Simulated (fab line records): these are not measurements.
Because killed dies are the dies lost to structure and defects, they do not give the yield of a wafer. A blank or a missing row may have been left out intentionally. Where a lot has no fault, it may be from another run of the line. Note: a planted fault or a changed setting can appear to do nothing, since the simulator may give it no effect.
Comparing a struck lot with a sound one + flow n5-finfet + 36 steps out of a route of 1938
Sound: the wafers L438.1, L438.3, L438.5. Struck: wafer L424.4. (L424.1, L424.3 of the same lot were not struck and are left out.) The cause comes at the end.
For every step that has rows: the tool of each side, followed by ch and its chambers, followed by its first start. Under that, the readings that differ: sound wafers + struck wafers + difference of the means + sigmas: that difference in standard deviations of wafers without a fault.
alike: readings whose means differ by less than 2 such deviations, and words and numbers that are the same on both sides. not compared: withheld readings, readings that some wafer has no value for, bounds like >300 that may hide the same value, and numbers for which the record gives no deviation and whose values overlap.
The two part at a step that has a row with sigmas, a row that says differs or no value, or rows on one side only. Non-overlapping numbers with no deviation appear without sigmas and do not part them. Lack of a reading on every wafer of one side parts them only where that side has two or more wafers.

first, 9 steps without rows for these wafers: N5_STI_FIN_REVEAL_STRIP_35 (strips Si3N4 in H3PO4, target depth 4 nm, time 39 s); N5_STI_FIN_REVEAL_SRD_21 (time 30 s); N5_STI_FIN_REVEAL_OXIDATION_33 (chemistry O2 PLASMA REMOTE, time 20 s); N5_STI_FIN_REVEAL_CLEAN_19 (cleans in O3/DIW, time 120 s); N5_STI_FIN_REVEAL_SRD_23 (time 30 s); N5_STI_FIN_REVEAL_PRECLEAN_18 (cleans in SC2, time 45 s); N5_STI_FIN_REVEAL_SRD_28 (time 30 s); N5_DUMMY_GATE_PRECLEAN_00 (cleans in O3/DIW, time 60 s); N5_DUMMY_GATE_SRD_01 (time 30 s).
N5_DUMMY_GATE_ALD_02: deposits SiO2, target thk 2 nm, pulse time 1 s.
  sound on ald-sin-04 ch 0,3, day 8 07:53; struck on ald-sin-04 ch 2, day 4 18:44
| reading                                     | sound | struck | difference | sigmas |
|---------------------------------------------|-------|--------|------------|--------|
| model.SiO2_of_DUMMY_GATE_ALD_02.thk-nm (nm) | 2 2 2 | 2.6    | +0.6       |        |
  alike: heater-power-w, precursor-pulse-height-rel
then, 24 steps without rows for these wafers: N5_DUMMY_GATE_CVD_03 (deposits a-Si from SiH4, target thk 150 nm, time 8042 s); N5_DUMMY_GATE_PRECLEAN_46 (cleans in DIW, time 89.5 s); N5_DUMMY_GATE_SRD_47 (dry time 32 s); N5_DUMMY_GATE_CMP_04 (polishes a-Si); N5_DUMMY_GATE_HM_DEP_06 (deposits SiNx from DCS/NH3, target thk 80 nm, time 5141 s); N5_DUMMY_GATE_PECVD_30 (deposits SiO2 from TEOS/O2, target thk 55 nm, time 10.8 s); N5_DUMMY_GATE_COAT_34 (time 60 s, resist thk 60 nm); N5_DUMMY_GATE_COAT_35 (time 60 s, resist thk 10 nm); N5_DUMMY_GATE_COAT_28 (time 60 s, resist thk 10 nm); N5_DUMMY_GATE_COAT_09 (resist thk 30 nm); N5_DUMMY_GATE_EBR_11; N5_DUMMY_GATE_SOFTBAKE_10 (time 60 s); N5_DUMMY_GATE_EXPOSE_12 (exposes mask GATE, target cd 25 nm); N5_DUMMY_GATE_PEB_13 (peb time 60 s); N5_DUMMY_GATE_DEVELOP_14 (develop time 30 s); N5_DUMMY_GATE_DESCUM_20 (chemistry O2, time 6.2 s); N5_DUMMY_GATE_ETCH_29 (etches underlayer in N2/H2, target depth 13 nm); N5_DUMMY_GATE_ETCH_36 (etches SiARC in CF4, target depth 13 nm); N5_DUMMY_GATE_ETCH_37 (etches SOC in N2/H2, target depth 60 nm, overetch 30 nm); N5_DUMMY_GATE_STRIP_38 (strips in N2/H2); N5_DUMMY_GATE_STRIP_39 (strips in N2/H2); N5_DUMMY_GATE_TRIM_49 (chemistry O2, time 29 s, target cd 14 nm); N5_DUMMY_GATE_STRIP_40 (strips in CF4); N5_DUMMY_GATE_ETCH_31 (etches SiO2 in C4F6/O2, target depth 82.5 nm, time 27.5 s).
-- the record jumps here: 7 days lie between the struck wafers' starts before and after (it left off in module DUMMY_GATE and takes up again in module BEOL_M4, whose first step shown is number 1111 of the route) --
N5_BEOL_M4_RC_MEAS_101:
  sound on prober-02 ch 0, day 14 08:19; struck on prober-01 ch 0, day 11 16:29
| reading       | sound             | struck | difference | sigmas |
|---------------|-------------------|--------|------------|--------|
| EOT_N         | 10.52 10.50 10.56 | 10.98  | +0.45      | +5     |
| EOT_P         | 10.43 10.60 10.55 | 10.97  | +0.44      | +5     |
| SS_P (mV/dec) | 72.2 73.1 73.3    | 74.6   | +1.7       | +2     |
  alike: DIBL_N, DIBL_P, IOFF_N, IOFF_P, ION_N, ION_P, SS_N, VT_N, VT_P
-- the record jumps here: 5 days lie between the struck wafers' starts before and after (it left off in module BEOL_M4 and takes up again in module PASSIVATION, whose first step shown is number 1936 of the route) --
N5_PASSIVATION_PROBE_49:
  the record has rows for the struck wafers here (prober-01, day 16 13:28) and none for the sound ones

## WHERE THEY PART
Last at N5_PASSIVATION_PROBE_49 as far as this record goes, first at N5_BEOL_M4_RC_MEAS_101.

WHY: whatever the simulator had introduced
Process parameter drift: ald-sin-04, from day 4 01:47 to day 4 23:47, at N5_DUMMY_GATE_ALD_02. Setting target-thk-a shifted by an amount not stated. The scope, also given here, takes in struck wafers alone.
